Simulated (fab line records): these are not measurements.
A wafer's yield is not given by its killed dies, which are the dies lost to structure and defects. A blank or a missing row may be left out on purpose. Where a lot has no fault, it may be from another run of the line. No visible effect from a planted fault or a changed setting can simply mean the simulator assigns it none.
Chamber matching | flow nand-harc | cmp-02 running NHARC_A_M0_CMP_23: 4 sister chambers
The step polishes, t overpolish 20 s, target thk 113.75 nm. 4 wafers are shown with their chamber, then 9 later ones without.

WAFERS PAIRED WITH THEIR CHAMBERS
wafer  | chamber | motor-current-A (A)
L091.3 | 0       | 10.8
L092.3 | 3       | 10.7
L093.2 | 1       | 10.9
L093.5 | 2       | 13.1

WAFERS WHOSE CHAMBER IS MISSING
wafer  | motor-current-A (A)
L096.3 | 12.7
L096.4 | 10.2
L096.6 | 10.0
L095.3 | 10.4
L095.4 | 10.5
L095.5 | 10.6
L097.3 | 10.6
L097.5 | 11.1
L097.6 | 10.7

WHICH CHAMBER EACH ONE RAN IN
wafer  | from the rows above          | in truth
L096.3 | 2                            | 2
L096.4 | can't be placed: 3 or 0 or 1 | 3
L096.6 | can't be placed: 3 or 0 or 1 | 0
L095.3 | can't be placed: 3 or 0 or 1 | 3
L095.4 | can't be placed: 3 or 0 or 1 | 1
L095.5 | can't be placed: 3 or 0 or 1 | 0
L097.3 | can't be placed: 3 or 0 or 1 | 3
L097.5 | can't be placed: 1 or 0 or 3 | 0
L097.6 | can't be placed: 3 or 0 or 1 | 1
Correct placement for 1 of the 9. From these rows, 8 cannot be placed; in 8 the true chamber is one of the candidates. Number placed wrongly: 0.
How it was worked out, from the rows above alone: a wafer's distance from a chamber is the root of the sum, over the readings, of the square of ((its reading less the chamber's mean) divided by the reading's scatter). If the next closest chamber is less than 2 further off than the closest, the wafer can't be placed; otherwise it belongs to the closest. For every chamber, the mean is computed from those of its wafers that are shown. The scatter: root of mean squared gap, hidden wafer to nearest shown wafer, with one shown wafer a chamber.
